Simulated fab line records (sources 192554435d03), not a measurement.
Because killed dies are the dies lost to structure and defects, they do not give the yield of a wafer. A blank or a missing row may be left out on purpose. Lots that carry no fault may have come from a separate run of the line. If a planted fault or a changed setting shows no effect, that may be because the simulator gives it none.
Matching of chambers -- flow n5-finfet -- rie-diel-01 running N5_BEOL_M3_ETCH_77: 4 sister chambers
The step etches underlayer in N2/H2, target depth 6.5 nm, time 5.2 s. 8 wafers are shown with their chamber, then 12 later ones without.

## EACH WAFER AND ITS CHAMBER
wafer,chamber,showerhead-plenum-p-Torr (Torr),drypump-motor-current-A (A)
L078.3,2,2.61,5.79
L081.5,2,2.60,5.68
L086.1,1,2.60,5.49
L086.2,0,2.43,5.44
L086.4,3,2.57,5.18
L088.1,3,2.57,5.15
L088.4,0,2.43,5.41
L088.5,1,2.60,5.49

## WAFERS WITHOUT THEIR CHAMBER
wafer,showerhead-plenum-p-Torr (Torr),drypump-motor-current-A (A)
L090.3,2.56,5.15
L090.5,2.56,5.15
L090.6,2.60,5.51
L091.1,2.60,5.48
L091.4,2.56,5.17
L091.5,2.60,5.48
L097.1,2.42,5.44
L097.2,2.59,5.77
L097.3,2.59,5.50
L096.1,2.42,5.43
L096.4,2.59,5.76
L096.6,2.56,5.16

## WHICH CHAMBER EACH WENT THROUGH
wafer,from the rows above,in truth
L090.3,3,3
L090.5,3,3
L090.6,1,1
L091.1,1,1
L091.4,3,3
L091.5,1,1
L097.1,0,0
L097.2,2,2
L097.3,1,1
L096.1,0,0
L096.4,2,2
L096.6,3,3
Correctly placed: 12 of 12. Can't be placed from these rows: 0. Wrongly placed: 0.
How it was worked out, from the rows above alone: a wafer's distance from a chamber is the root of the sum, over the readings, of the square of ((its reading less the chamber's mean) divided by the reading's scatter). If the next closest chamber is less than 2 further off than the closest, the wafer can't be placed; otherwise it belongs to the closest. Each chamber's mean is taken over the wafers shown for it. The scatter is the square root of a quotient: the sum, over the shown wafers, of each reading's squared deviation from its chamber's mean, divided by wafers minus chambers.
